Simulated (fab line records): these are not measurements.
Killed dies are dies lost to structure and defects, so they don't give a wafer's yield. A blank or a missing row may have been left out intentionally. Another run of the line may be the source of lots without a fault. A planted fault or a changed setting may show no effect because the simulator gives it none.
Which tool was responsible? + flow n5_finfet + 9 lots with 27 wafers sampled at 6 steps, on a route of 1938 steps

## WHAT THE GAUGES READ, wafer by wafer
N5_BEOL_M4_RC_MEAS_101. Usual: DIBL_N 36.5 mV/V, standard deviation 1.7; DIBL_P 36.3 mV/V, standard deviation 2.1; IOFF_N 0.16 nA/um, standard deviation 0.036; IOFF_P 0.21 nA/um, standard deviation 0.037; ION_N 676 uA/um, standard deviation 12; ION_P 462 uA/um, standard deviation 7.6; SS_N 71.5 mV/dec, standard deviation 0.68; SS_P 73.3 mV/dec, standard deviation 0.63; VT_N 249 mV, standard deviation 3.5; VT_P -250 mV, standard deviation 3.5.
| lot  | measured     | on        | DIBL_N (mV/V)  | DIBL_P (mV/V)  | IOFF_N (nA/um) | IOFF_P (nA/um) | ION_N (uA/um) | ION_P (uA/um) | SS_N (mV/dec)  | SS_P (mV/dec)  | VT_N (mV)   | VT_P (mV)      | flag |
|------|--------------|-----------|----------------|----------------|----------------|----------------|---------------|---------------|----------------|----------------|-------------|----------------|------|
| L633 | day 8 21:51  | prober-02 | 38.8 37.0 37.7 | 38.2 35.9 37.0 | 0.23 0.18 0.20 | 0.28 0.24 0.26 | 697 688 693   | 472 469 472   | 71.3 71.5 71.6 | 74.5 73.4 74.2 | 248 247 247 | -245 -248 -246 |      |
| L634 | day 9 01:47  | prober-01 | 36.3 34.4 34.7 | 33.9 33.5 33.9 | 0.14 0.12 0.13 | 0.18 0.17 0.18 | 665 663 664   | 453 453 450   | 71.0 69.8 70.3 | 72.9 73.0 72.3 | 254 252 253 | -248 -250 -249 |      |
| L639 | day 10 05:56 | prober-02 | 34.7 36.8 37.5 | 33.5 34.8 36.9 | 0.12 0.16 0.18 | 0.15 0.16 0.20 | 657 676 683   | 450 452 455   | 71.4 71.7 71.2 | 73.0 72.9 73.3 | 250 249 248 | -257 -256 -254 |      |
| L638 | day 10 12:07 | prober-01 | 32.2 34.2 36.4 | 31.4 33.7 36.5 | 0.11 0.13 0.17 | 0.16 0.19 0.23 | 670 657 683   | 459 451 465   | 69.9 69.8 71.2 | 72.1 73.2 74.2 | 254 250 249 | -251 -253 -249 |      |
| L640 | day 10 15:15 | prober-01 | 32.9 37.2 33.1 | 32.3 36.6 32.3 | 0.11 0.18 0.11 | 0.14 0.22 0.15 | 661 679 661   | 450 462 450   | 70.7 71.6 70.2 | 71.6 73.9 72.4 | 254 249 250 | -254 -248 -255 |      |
| L649 | day 12 20:24 | prober-01 | 34.3 34.4 37.6 | 33.5 33.2 38.1 | 0.11 0.11 0.17 | 0.15 0.14 0.21 | 657 643 670   | 452 441 459   | 71.1 70.9 71.1 | 72.8 72.3 73.7 | 255 261 250 | -257 -260 -251 |      |
| L650 | day 13 01:03 | prober-02 | 37.4 36.9 37.0 | 38.3 37.2 37.3 | 0.16 0.16 0.16 | 0.22 0.21 0.21 | 676 682 667   | 461 461 463   | 71.4 70.6 71.3 | 74.0 73.2 72.6 | 251 250 250 | -249 -251 -248 |      |
| L651 | day 13 05:24 | prober-01 | 35.0 35.4 38.7 | 34.1 34.3 38.4 | 0.12 0.12 0.18 | 0.17 0.17 0.23 | 665 669 678   | 457 455 464   | 71.3 71.1 72.1 | 72.2 72.6 74.3 | 252 252 247 | -251 -255 -248 |      |
| L652 | day 13 22:52 | prober-02 | 38.3 36.6 35.1 | 38.7 36.7 35.0 | 0.19 0.14 0.14 | 0.25 0.23 0.20 | 673 654 668   | 469 459 462   | 72.7 71.7 71.7 | 73.5 73.3 73.1 | 246 253 250 | -248 -248 -249 |      |

N5_BEOL_M6_THK_MEAS_53: measures by xrf. Usual: M6_THK typically reads 79.2 nm, with standard deviation 2.5.
| lot  | measured     | on            | M6_THK (nm)      | flag |
|------|--------------|---------------|------------------|------|
| L633 | day 9 18:20  | film_metro-01 | 78.6 79.7 78.0   |      |
| L634 | day 9 23:09  | film_metro-01 | 77.0 78.8 76.0   |      |
| L639 | day 11 04:33 | film_metro-01 | 72.7 77.8 73.5   |      |
| L638 | day 11 11:02 | film_metro-02 | 75.8 78.8 79.6   |      |
| L640 | day 11 11:27 | film_metro-01 | 76.1 78.3 78.6   |      |
| L649 | day 13 22:10 | film_metro-02 | 81.9 198.7 190.0 | OFF  |
| L650 | day 13 23:41 | film_metro-01 | 79.3 182.7 84.2  | OFF  |
| L651 | day 14 01:53 | film_metro-02 | 81.3 82.0 79.1   |      |
| L652 | day 14 21:26 | film_metro-02 | 82.2 81.2 83.7   |      |

N5_BEOL_M6_INSPECT_58: inspects for defects (darkfield). Usual: raw_defect_count 71, standard deviation 27.
| lot  | measured     | on                | raw_defect_count | flag |
|------|--------------|-------------------|------------------|------|
| L633 | day 9 18:29  | defect_inspect-02 | 92 127 62        |      |
| L634 | day 9 23:18  | defect_inspect-02 | 64 45 40         |      |
| L639 | day 11 04:44 | defect_inspect-02 | 56 46 39         |      |
| L638 | day 11 11:13 | defect_inspect-02 | 140 159 101      |      |
| L640 | day 11 11:37 | defect_inspect-02 | 118 85 142       |      |
| L649 | day 13 22:19 | defect_inspect-01 | 109 1445 1342    | OFF  |
| L650 | day 13 23:50 | defect_inspect-02 | 40 1282 37       | OFF  |
| L651 | day 14 02:02 | defect_inspect-01 | 86 80 103        |      |
| L652 | day 14 21:36 | defect_inspect-02 | 64 66 65         |      |

## TOOL THAT RAN EACH LOT (tool first, then ch and the chambers of the sampled wafers, then the start)
| lot  | N5_BEOL_M6_STRIP_80                           | N5_BEOL_M6_DEGAS_44          | N5_BEOL_M6_CMP_52             |
|------|-----------------------------------------------|------------------------------|-------------------------------|
| L633 | rie_diel-06 ch 0,2,3, day 9 15:32 or earlier  | pvd_sputter-01, day 9 15:32  | cmp-02 ch 1,2,3, day 9 18:04  |
| L634 | rie_diel-03 ch 0,1,2, day 9 21:32 or earlier  | pvd_sputter-02, day 9 21:32  | cmp-01 ch 0,3, day 9 22:51    |
| L639 | rie_diel-02 ch 0,2, day 11 02:35 or earlier   | pvd_sputter-02, day 11 02:35 | cmp-04 ch 0,1,3, day 11 04:17 |
| L638 | rie_diel-02 ch 0,1,3, day 11 08:01 or earlier | pvd_sputter-02, day 11 08:01 | cmp-01 ch 0,2, day 11 10:46   |
| L640 | rie_diel-06 ch 1,3, day 11 10:03 or earlier   | pvd_sputter-01, day 11 10:03 | cmp-02 ch 0,1,3, day 11 11:14 |
| L649 | rie_diel-03 ch 0,3, day 13 18:51 or earlier   | pvd_sputter-03, day 13 18:51 | cmp-02 ch 0,1,2, day 13 21:57 |
| L650 | rie_diel-02 ch 2,3, day 13 20:53 or earlier   | pvd_sputter-01, day 13 20:53 | cmp-02 ch 0,1,2, day 13 23:23 |
| L651 | rie_diel-06 ch 0,2,3, day 13 22:13 or earlier | pvd_sputter-01, day 13 22:13 | cmp-01 ch 2,3, day 14 01:38   |
| L652 | rie_diel-03 ch 0,1, day 14 18:19 or earlier   | pvd_sputter-02, day 14 18:19 | cmp-01 ch 0,3, day 14 21:08   |
- N5_BEOL_M6_STRIP_80: strips in N2/H2, time 10 s.
- N5_BEOL_M6_DEGAS_44: time 60 s.
- N5_BEOL_M6_CMP_52: polishes, stops on SiCOH lowk, t overpolish 6.9 s, target thk 80 nm.

## WHAT THE TOOLS THEMSELVES READ (means of the sampled wafers that have a number; where no wafer has one, the mark that the record gives instead)
N5_BEOL_M6_STRIP_80. Usual: drypump_motor_current_A 5.65 A, standard deviation 0.29; oes_product_au 0.75 a.u., standard deviation 0.096; rf_vpp_V 59.1 V, standard deviation 0.89; showerhead_plenum_p_Torr 2.55 Torr, standard deviation 0.087; throttle_valve_pct 23.7 %, standard deviation 0.32.
| lot  | tool        | drypump_motor_current_A (A) | oes_product_au (a.u.) | rf_vpp_V (V) | showerhead_plenum_p_Torr (Torr) | throttle_valve_pct (%) | flag |
|------|-------------|-----------------------------|-----------------------|--------------|---------------------------------|------------------------|------|
| L633 | rie_diel-06 | 5.75                        | 0.81                  | 58.9         | 2.59                            | 23.5                   |      |
| L634 | rie_diel-03 | 5.67                        | 0.72                  | 59.2         | 2.52                            | 23.8                   |      |
| L639 | rie_diel-02 | 5.52                        | 0.68                  | 59.6         | 2.49                            | 23.4                   |      |
| L638 | rie_diel-02 | 5.67                        | 0.70                  | 59.0         | 2.53                            | 23.8                   |      |
| L640 | rie_diel-06 | 5.28                        | 0.73                  | 58.8         | 2.44                            | 23.6                   |      |
| L649 | rie_diel-03 | 5.69                        | 0.76                  | 58.3         | 2.51                            | 24.0                   |      |
| L650 | rie_diel-02 | 5.47                        | 0.87                  | 58.1         | 2.49                            | 23.5                   |      |
| L651 | rie_diel-06 | 5.77                        | 0.77                  | 59.1         | 2.57                            | 23.5                   |      |
| L652 | rie_diel-03 | 5.40                        | 0.68                  | 59.2         | 2.54                            | 23.9                   |      |

N5_BEOL_M6_DEGAS_44. Usual: heater_power_w 322 W, standard deviation 37; susceptor_temp_C 250.03 C, standard deviation 0.19.
| lot  | tool           | heater_power_w (W) | susceptor_temp_C (C) | flag |
|------|----------------|--------------------|----------------------|------|
| L633 | pvd_sputter-01 | 323                | 250.18               |      |
| L634 | pvd_sputter-02 | 303                | 249.93               |      |
| L639 | pvd_sputter-02 | 275                | 250.07               |      |
| L638 | pvd_sputter-02 | 361                | 249.83               |      |
| L640 | pvd_sputter-01 | 339                | 249.81               |      |
| L649 | pvd_sputter-03 | 297                | 249.96               |      |
| L650 | pvd_sputter-01 | 321                | 250.15               |      |
| L651 | pvd_sputter-01 | 333                | 249.97               |      |
| L652 | pvd_sputter-02 | 332                | 250.13               |      |

N5_BEOL_M6_CMP_52. Usual: barrier_field_endpoint_s 29.1 s, standard deviation 0.91; motor_current_A 5.8 A, standard deviation 0.42; overpolish_run_s 6.899 s, standard deviation 0.0087; time_to_endpoint_s 64 s, standard deviation 3.9.
| lot  | tool   | barrier_field_endpoint_s (s) | motor_current_A (A) | overpolish_run_s (s) | time_to_endpoint_s (s) | flag |
|------|--------|------------------------------|---------------------|----------------------|------------------------|------|
| L633 | cmp-02 | 29.8                         | 6.0                 | 6.894                | 70                     |      |
| L634 | cmp-01 | 28.9                         | 5.6                 | 6.900                | 64                     |      |
| L639 | cmp-04 | 28.3                         | 5.4                 | 6.906                | 60                     |      |
| L638 | cmp-01 | 29.6                         | 5.8                 | 6.896                | 65                     |      |
| L640 | cmp-02 | 29.2                         | 5.6                 | 6.909                | 62                     |      |
| L649 | cmp-02 | 40.6                         | 6.2                 | 2.328                | 76                     | OFF  |
| L650 | cmp-02 | 34.6                         | 6.1                 | 4.609                | 69                     | OFF  |
| L651 | cmp-01 | 28.3                         | 6.0                 | 6.900                | 62                     |      |
| L652 | cmp-01 | 30.3                         | 5.8                 | 6.898                | 69                     |      |

## THE ANSWER, worked out from the rows above alone
Rule: lot off if the mean of its wafers having a number is beyond 3 standard deviations from the usual mean. Also off: a lot with no number at a reading for which 4 or more lots have one. Any other lot the step has rows for is counted as sound. Order of review: gauges by route order, followed by the tools' own readings, for which a lot's mean as printed above is used. The first step at which some lot is off is used, and at that step the reading that is off furthest; a lot without a number counts as furthest.
Off: L649, L650, at N5_BEOL_M6_THK_MEAS_53 (M6_THK).
A tool fits if, at a process step before that reading, it ran every lot that is off, and no sound lot after the first of them. Not tried: the gauges at N5_BEOL_M6_THK_MEAS_53; whatever is off there is also off at N5_BEOL_M6_INSPECT_58, on other tools, and gauge error can't account for it. With no start given for some of its lots, N5_BEOL_M6_STRIP_80 uses the hours and lot order of N5_BEOL_M6_DEGAS_44. One fits: cmp-02 at N5_BEOL_M6_CMP_52. A fault onset in the window from L640 (day 11 11:14, its last sound lot) to L649 (day 13 21:57, its first lot off) fits.
The tool's own readings at N5_BEOL_M6_CMP_52 bear it out: on the lots that are off they differ by more than 5 times the standard deviation of the sound lots' means. barrier_field_endpoint_s reads 37.6 s there against 29.2 s on the sound lots; overpolish_run_s reads 3.468 s there against 6.900 s on the sound lots.

## WHAT THE SIMULATOR PUT IN
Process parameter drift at N5_BEOL_M6_CMP_52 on cmp-02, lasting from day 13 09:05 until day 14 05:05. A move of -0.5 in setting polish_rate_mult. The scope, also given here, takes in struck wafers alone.
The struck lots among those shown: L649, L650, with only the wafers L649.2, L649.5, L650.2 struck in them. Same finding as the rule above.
